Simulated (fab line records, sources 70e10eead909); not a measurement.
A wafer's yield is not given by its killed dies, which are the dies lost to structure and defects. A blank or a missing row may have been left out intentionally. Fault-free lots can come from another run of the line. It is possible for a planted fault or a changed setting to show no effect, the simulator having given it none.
The tool behind it: which one? | flow nand harc | Sampling: 11 lots, 33 wafers, 6 of 1302 route steps

## WHAT THE GAUGES READ, wafer by wafer
NHARC_A_ONON_D1_THK_MEAS_14: measures by ellipsometry. Usual: 1004 nm for thk nm, sd 9.3.
lot  | measured     | on            | thk nm (nm)    | flag
L623 | day 8 05:06  | film metro-02 | 988 988 987    |
L624 | day 8 14:36  | film metro-01 | 995 994 994    |
L625 | day 8 23:53  | film metro-02 | 1005 1005 1005 |
L626 | day 9 17:19  | film metro-01 | 992 993 992    |
L629 | day 10 16:32 | film metro-02 | 1019 1020 1019 |
L630 | day 11 09:10 | film metro-01 | 1001 1000 1002 |
L631 | day 11 16:53 | film metro-02 | 1003 1003 1004 |
L634 | day 12 20:23 | film metro-02 | 1010 1011 1007 |
L637 | day 13 21:05 | film metro-02 | 1012 1013 1012 |
L641 | day 15 12:49 | film metro-02 | 1026 1023 1022 |
L645 | day 17 07:01 | film metro-02 | 991 991 993    |

NHARC_A_CHANNEL_HOLE_D1_INSPECT_40. Usual: 68 for raw defect count, sd 26.
lot  | measured     | on                | raw defect count | flag
L623 | day 9 03:29  | defect inspect-02 | 30 38 37         |
L624 | day 9 12:26  | defect inspect-01 | 94 109 110       |
L625 | day 9 20:20  | defect inspect-02 | 51 40 43         |
L626 | day 10 13:52 | defect inspect-02 | 39 44 43         |
L629 | day 11 12:59 | defect inspect-02 | 98 96 93         |
L630 | day 12 09:43 | defect inspect-01 | 106 78 73        |
L631 | day 12 15:57 | defect inspect-01 | 97 104 99        |
L634 | day 13 17:37 | defect inspect-01 | 99 130 100       |
L637 | day 14 22:48 | defect inspect-01 | 900 852 839      | OFF
L641 | day 16 11:08 | defect inspect-01 | 818 814 870      | OFF
L645 | day 18 08:50 | defect inspect-01 | 74 58 65         |

NHARC_END_SORT_01. Usual: killed at array 53, standard deviation 21; killed at other 0.8, standard deviation 1.1; killed at periphery 4.2, standard deviation 2.7; killed dies 58, standard deviation 22; killed open 3.4, standard deviation 1.9; killed short 2.5, standard deviation 1.6.
lot  | measured     | on        | killed at array | killed at other | killed at periphery | killed dies | killed open | killed short | flag
L637 | day 31 12:18 | prober-02 | 107 105 102     | 2 1 0           | 0 0 0               | 109 106 102 | 1 2 2       | 1 3 4        |
L641 | day 32 07:05 | prober-01 | 155 146 161     | 0 1 1           | 10 9 7              | 165 156 169 | 0 1 2       | 1 5 4        | OFF

## EACH LOT AND THE TOOL THAT RAN IT (in order: tool; ch and the chambers of the sampled wafers; start)
lot  | NHARC_A_ZERO_WELL_DESCUM_12        | NHARC_A_CHANNEL_HOLE_D1_ETCH_21  | NHARC_A_CHANNEL_HOLE_D1_ETCH_26
L623 | rie diel-06 ch 0,3, day 7 05:05    | har etch-01 ch 0, day 8 22:05    | har etch-01 ch 0, day 9 01:24
L624 | rie diel-08 ch 0,1, day 7 10:01    | har etch-02 ch 0,1, day 9 07:17  | har etch-02 ch 0,1, day 9 10:34
L625 | rie diel-06 ch 1,3, day 7 23:32    | har etch-01 ch 0,1, day 9 15:04  | har etch-01 ch 0,1, day 9 18:25
L626 | rie diel-06 ch 1,2,3, day 8 15:05  | har etch-01 ch 0,1, day 10 08:34 | har etch-01 ch 0,1, day 10 11:56
L629 | rie diel-08 ch 0,1,2, day 9 15:20  | har etch-02 ch 0,1, day 11 07:41 | har etch-02 ch 0,1, day 11 11:03
L630 | rie diel-01 ch 0,2,3, day 10 08:37 | har etch-02 ch 0,1, day 12 04:26 | har etch-02 ch 0,1, day 12 07:47
L631 | rie diel-06 ch 1,2, day 10 15:50   | har etch-02 ch 0, day 12 10:44   | har etch-02 ch 0, day 12 14:04
L634 | rie diel-08 ch 1,3, day 11 21:55   | har etch-02 ch 0,1, day 13 12:19 | har etch-02 ch 0,1, day 13 15:41
L637 | rie diel-06 ch 0,1,2, day 12 20:11 | har etch-02 ch 0,1, day 14 17:32 | har etch-02 ch 0,1, day 14 20:52
L641 | rie diel-01 ch 2,3, day 14 12:24   | har etch-02 ch 0,1, day 16 05:50 | har etch-02 ch 0,1, day 16 09:13
L645 | rie diel-06 ch 0,2,3, day 16 05:41 | har etch-01 ch 0,1, day 18 03:33 | har etch-01 ch 0,1, day 18 06:55
- NHARC_A_ZERO_WELL_DESCUM_12: chemistry O2, time 3 s.
- NHARC_A_CHANNEL_HOLE_D1_ETCH_21: etches the open film in C4F8/O2/Ar, time 514.3 s, target depth 1600 nm.
- NHARC_A_CHANNEL_HOLE_D1_ETCH_26: etches the open film in C4F8/O2/Ar, time 224.1 s, target depth 300 nm.

## AS READ BY THE TOOLS THEMSELVES (means over the sampled wafers that have a number; for cases with no such wafer, the mark the record gives instead)
NHARC_A_ZERO_WELL_DESCUM_12. Usual: drypump motor current A 5.9 A, standard deviation 0.35; oes product au 1.000 a.u., standard deviation 0.0087; rf vpp V 57.4 V, standard deviation 0.89; showerhead plenum p Torr 1.85 Torr, standard deviation 0.049; throttle valve pct 11.311 %, standard deviation 0.0098.
lot  | tool        | drypump motor current A (A) | oes product au (a.u.) | rf vpp V (V) | showerhead plenum p Torr (Torr) | throttle valve pct (%) | flag
L623 | rie diel-06 | 6.2                         | 1.003                 | 57.0         | 1.82                            | 11.319                 |
L624 | rie diel-08 | 6.3                         | 1.001                 | 57.2         | 1.89                            | 11.314                 |
L625 | rie diel-06 | 5.6                         | 0.996                 | 56.9         | 1.81                            | 11.305                 |
L626 | rie diel-06 | 5.8                         | 1.006                 | 56.7         | 1.83                            | 11.321                 |
L629 | rie diel-08 | 6.0                         | 1.006                 | 58.9         | 1.88                            | 11.307                 |
L630 | rie diel-01 | 5.8                         | 0.992                 | 56.5         | 1.90                            | 11.321                 |
L631 | rie diel-06 | 5.7                         | 1.009                 | 57.4         | 1.84                            | 11.306                 |
L634 | rie diel-08 | 6.6                         | 1.005                 | 57.5         | 1.90                            | 11.301                 |
L637 | rie diel-06 | 5.8                         | 0.995                 | 57.5         | 1.82                            | 11.310                 |
L641 | rie diel-01 | 5.8                         | 1.003                 | 57.0         | 1.85                            | 11.308                 |
L645 | rie diel-06 | 6.0                         | 1.006                 | 58.3         | 1.84                            | 11.314                 |

NHARC_A_CHANNEL_HOLE_D1_ETCH_21. Usual: drypump motor current A 5.9 A, standard deviation 0.68; he backside leak sccm 6.3 sccm, standard deviation 0.67; showerhead plenum p Torr 3.64 Torr, standard deviation 0.11; throttle valve pct 32.153 %, standard deviation 0.0088.
lot  | tool        | drypump motor current A (A) | he backside leak sccm (sccm) | showerhead plenum p Torr (Torr) | throttle valve pct (%) | flag
L623 | har etch-01 | 6.3                         | 5.8                          | 3.74                            | 32.153                 |
L624 | har etch-02 | 6.4                         | 6.7                          | 3.53                            | 32.144                 |
L625 | har etch-01 | 5.8                         | 5.8                          | 3.72                            | 32.156                 |
L626 | har etch-01 | 5.8                         | 5.6                          | 3.72                            | 32.149                 |
L629 | har etch-02 | 6.4                         | 6.8                          | 3.52                            | 32.150                 |
L630 | har etch-02 | 6.4                         | 7.0                          | 3.51                            | 32.154                 |
L631 | har etch-02 | 6.4                         | 6.6                          | 3.66                            | 32.154                 |
L634 | har etch-02 | 6.4                         | 7.1                          | 3.50                            | 32.156                 |
L637 | har etch-02 | 6.4                         | 7.3                          | 3.49                            | 32.144                 |
L641 | har etch-02 | 6.4                         | 7.4                          | 3.49                            | 32.155                 |
L645 | har etch-01 | 5.3                         | 6.2                          | 3.65                            | 32.161                 |

NHARC_A_CHANNEL_HOLE_D1_ETCH_26. Usual: drypump motor current A 5.9 A, standard deviation 0.67; he backside leak sccm 6.3 sccm, standard deviation 0.64; showerhead plenum p Torr 3.68 Torr, standard deviation 0.12; throttle valve pct 24.585 %, standard deviation 0.0092.
lot  | tool        | drypump motor current A (A) | he backside leak sccm (sccm) | showerhead plenum p Torr (Torr) | throttle valve pct (%) | flag
L623 | har etch-01 | 6.3                         | 5.6                          | 3.78                            | 24.582                 |
L624 | har etch-02 | 6.4                         | 6.8                          | 3.57                            | 24.578                 |
L625 | har etch-01 | 5.8                         | 5.7                          | 3.77                            | 24.586                 |
L626 | har etch-01 | 5.8                         | 5.9                          | 3.76                            | 24.589                 |
L629 | har etch-02 | 6.4                         | 6.7                          | 3.56                            | 24.579                 |
L630 | har etch-02 | 6.4                         | 7.1                          | 3.55                            | 24.588                 |
L631 | har etch-02 | 6.4                         | 6.9                          | 3.70                            | 24.585                 |
L634 | har etch-02 | 6.4                         | 7.2                          | 3.54                            | 24.586                 |
L637 | har etch-02 | 6.3                         | 7.2                          | 3.53                            | 24.583                 |
L641 | har etch-02 | 6.4                         | 7.2                          | 3.52                            | 24.575                 |
L645 | har etch-01 | 5.3                         | 5.9                          | 3.69                            | 24.586                 |

## THE ANSWER, worked out from the rows above alone
Rule: a lot is off if the mean of its wafers that have a number lies more than 3 standard deviations from the usual mean. A lot without any number at a reading at which 4 lots or more have one is off too. Any other lot the step has rows for is counted as sound. Order of review: gauges by route order, followed by the tools' own readings, for which a lot's mean as printed above is used. The first step at which some lot is off is used, and at that step the reading that is off furthest; a lot without a number counts as furthest.
Off: L637, L641, at NHARC_A_CHANNEL_HOLE_D1_INSPECT_40 (raw defect count).
If a tool, at a process step before that reading, ran all the lots that are off and no sound lot after the first of them, it fits. The gauges at NHARC_A_CHANNEL_HOLE_D1_INSPECT_40 are tried like those tools. One fits: har etch-02 at NHARC_A_CHANNEL_HOLE_D1_ETCH_21 and NHARC_A_CHANNEL_HOLE_D1_ETCH_26. At NHARC_A_CHANNEL_HOLE_D1_ETCH_21 its last sound lot is L634 (day 13 12:19), its first lot that is off L637 (day 14 17:32): a fault that began between those two fits.

## WHAT HAD BEEN PUT IN BY THE SIMULATOR
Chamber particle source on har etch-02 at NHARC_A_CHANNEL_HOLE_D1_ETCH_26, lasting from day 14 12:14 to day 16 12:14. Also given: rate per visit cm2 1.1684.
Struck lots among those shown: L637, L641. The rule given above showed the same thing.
